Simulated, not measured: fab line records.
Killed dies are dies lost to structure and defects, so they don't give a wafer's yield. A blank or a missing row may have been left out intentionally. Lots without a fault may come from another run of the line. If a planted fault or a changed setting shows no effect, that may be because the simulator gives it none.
A struck lot beside a sound one ; flow n5 finfet ; 43 steps out of a route of 1938
Sound: the wafers L710.2, L710.3, L710.6. Struck: wafers L718.2, L718.3, L718.4. The cause comes at the end.
Per side, at each step with rows, come the tool, then ch with its chambers, and then its first start. Under that, the readings that differ: sound wafers ; struck wafers ; difference of the means ; sigmas: that difference in standard deviations of wafers without a fault.
alike: words and numbers the same on both sides, and readings whose means are apart by under 2 such deviations; not compared: readings that were withheld, readings missing a value for some wafer, numbers with overlapping values and no deviation given by the record, and bounds like >300 which may hide the same value.
Wherever a step has rows on one side only, a row that says differs or no value, or a row with sigmas, the two part there. Numbers that don't overlap but have no deviation are shown without sigmas and don't part them. A reading that every wafer of one side lacks parts them only if that side has two wafers or more.

N5_BEOL_M1_INSPECT_30: inspects for defects (brightfield).
  sound on defect inspect-01, day 6 04:10; struck on defect inspect-01, day 8 07:46
  alike: raw defect count
then, 1 step without rows for these wafers: N5_BEOL_M1_DESCUM_33 (chemistry O2, time 7 s).
N5_BEOL_M1_ETCH_77: etches underlayer in N2/H2, target depth 6.5 nm, time 5.2 s.
  sound on rie diel-06 ch 0,2, day 6 04:14; struck on rie diel-01 ch 0,1,2, day 8 07:50
reading;sound;struck;difference;sigmas
etch rf on time s (s);5.38 5.27 5.27;5.14 5.14 5.07;-0.19;-3
  alike: drypump motor current A, n2 flow sccm, oes product au, rf vpp V, showerhead plenum p Torr, throttle valve pct
  not compared: rf hours counter h
then, 6 steps without rows for these wafers: N5_BEOL_M1_ETCH_69 (etches SiARC in CF4, target depth 15.6 nm, time 26 s); N5_BEOL_M1_ALD_98 (deposits SiO2, target thk 2.5 nm, pulse time 1 s, co reactant pulse time 1 s); N5_BEOL_M1_ETCHBACK_99 (etches SiO2 in CHF3, target depth 5 nm, time 10.4 s); N5_BEOL_M1_ETCH_70 (etches SOC in N2/H2, target depth 80 nm, overetch 16 nm, time 120 s); N5_BEOL_M1_STRIP_71 (strips in N2/H2); N5_BEOL_M1_STRIP_78 (strips in N2/H2).
N5_BEOL_M1_VIA_ETCH_34: etches the open film in C4F6/O2, target depth 67.8 nm, time 64.4 s.
  sound on rie diel-01 ch 2,3, day 6 07:28; struck on rie diel-01 ch 0,2,3, day 8 10:59
  alike: drypump motor current A, oes product au, rf vpp V, showerhead plenum p Torr, throttle valve pct
  not compared: rf hours counter h
then, 2 steps without rows for these wafers: N5_BEOL_M1_STRIP_83 (strips in C4F6/O2); N5_BEOL_M1_STRIP_36 (strips in N2/H2).
N5_BEOL_M1_TRENCH_ETCH_37: etches SiOC in C4F6/O2, target depth 55.207 nm, time 29 s.
  sound on rie diel-01 ch 2,3, day 6 07:34; struck on rie diel-01 ch 0,2,3, day 8 11:05
  alike: drypump motor current A, oes product au, rf vpp V, showerhead plenum p Torr, throttle valve pct
  not compared: rf hours counter h
then, 2 steps without rows for these wafers: N5_BEOL_M1_ETCH_41 (etches SiCN in CH3F/O2, target depth 31.9 nm, time 57.8 s); N5_BEOL_M1_STRIP_97 (strips in N2/H2, time 10 s).
N5_BEOL_M1_OCD_MEAS_38:
  sound on ocd-01, day 6 07:44; struck on ocd-01, day 8 11:14
  alike: trench depth nm
then, 4 steps without rows for these wafers: N5_BEOL_M1_HM_STRIP_39 (strips TiN in peroxide tin strip, target depth 25 nm, time 158 s); N5_BEOL_M1_SRD_40 (time 30 s); N5_BEOL_M1_PRECLEAN_42 (cleans in residue remover, time 60 s); N5_BEOL_M1_SRD_43 (time 30 s).
N5_BEOL_M1_CD_MEAS_35: target cd 18 nm, target cd y 21 nm.
  sound on cd sem-02, day 6 07:53; struck on cd sem-03, day 8 11:23
  alike: cd nm
then, 2 steps without rows for these wafers: N5_BEOL_M1_DEGAS_44 (time 60 s); N5_BEOL_M1_PRE_CLEAN_45 (time 30 s).
N5_BEOL_M1_ALD_84: deposits TaN, pulse time 2 s, purge time 3 s, co reactant purge time 2 s.
  sound on ald metal-02 ch 0,3, day 6 08:07; struck on ald metal-03 ch 1,2,3, day 8 12:21
  alike: heater power w
then, 8 steps without rows for these wafers: N5_BEOL_M1_SURFACE_TREAT_85; N5_BEOL_M1_CVD_47 (deposits Co from CCTBA/H2, target thk 3 nm, time 223.8 s); N5_BEOL_M1_SPUTTER_48 (material Cu, target thk 4.5 nm, time 8.29 s); N5_BEOL_M1_ANNEAL_49 (time 240 s); N5_BEOL_M1_SPUTTER_79 (material Cu, target thk 4.5 nm, time 8.29 s); N5_BEOL_M1_ANNEAL_80 (time 240 s); N5_BEOL_M1_SPUTTER_81 (material Cu, target thk 4.5 nm, time 8.29 s); N5_BEOL_M1_ANNEAL_82 (time 240 s).
N5_BEOL_M1_SPUTTER_86: material Cu, target thk 4.5 nm, time 8.29 s.
  sound on pvd sputter-03, day 6 09:26; struck on pvd sputter-01, day 8 13:35
  alike: chamber pressure pa, throttle valve pct
then, 7 steps without rows for these wafers: N5_BEOL_M1_ANNEAL_87 (time 240 s); N5_BEOL_M1_SPUTTER_88 (material Cu, target thk 4.5 nm, time 8.29 s); N5_BEOL_M1_ANNEAL_89 (time 240 s); N5_BEOL_M1_SPUTTER_90 (material Cu, target thk 4.5 nm, time 8.29 s); N5_BEOL_M1_ANNEAL_91 (time 240 s); N5_BEOL_M1_SPUTTER_92 (material Cu, target thk 4.5 nm, time 8.29 s); N5_BEOL_M1_ANNEAL_93 (time 240 s).
N5_BEOL_M1_SPUTTER_94: material Cu, target thk 4.5 nm, time 8.29 s.
  sound on pvd sputter-03, day 6 10:19; struck on pvd sputter-01, day 8 14:28
  alike: chamber pressure pa, throttle valve pct
then, 1 step without rows for these wafers: N5_BEOL_M1_ANNEAL_95 (time 240 s).
-- record jumps: 6 days separate the struck wafers' starts on either side; left off in module BEOL_M1, taken up again in module PASSIVATION, whose first shown step is the route's number 1936 --
N5_PASSIVATION_PROBE_49:
  rows exist in the record for the struck wafers here (prober-01, day 14 07:24), but not for the sound ones

## WHERE THEY PART
At N5_BEOL_M1_ETCH_77 first; at N5_PASSIVATION_PROBE_49 last (within this record only).

WHY: what had been put in by the simulator
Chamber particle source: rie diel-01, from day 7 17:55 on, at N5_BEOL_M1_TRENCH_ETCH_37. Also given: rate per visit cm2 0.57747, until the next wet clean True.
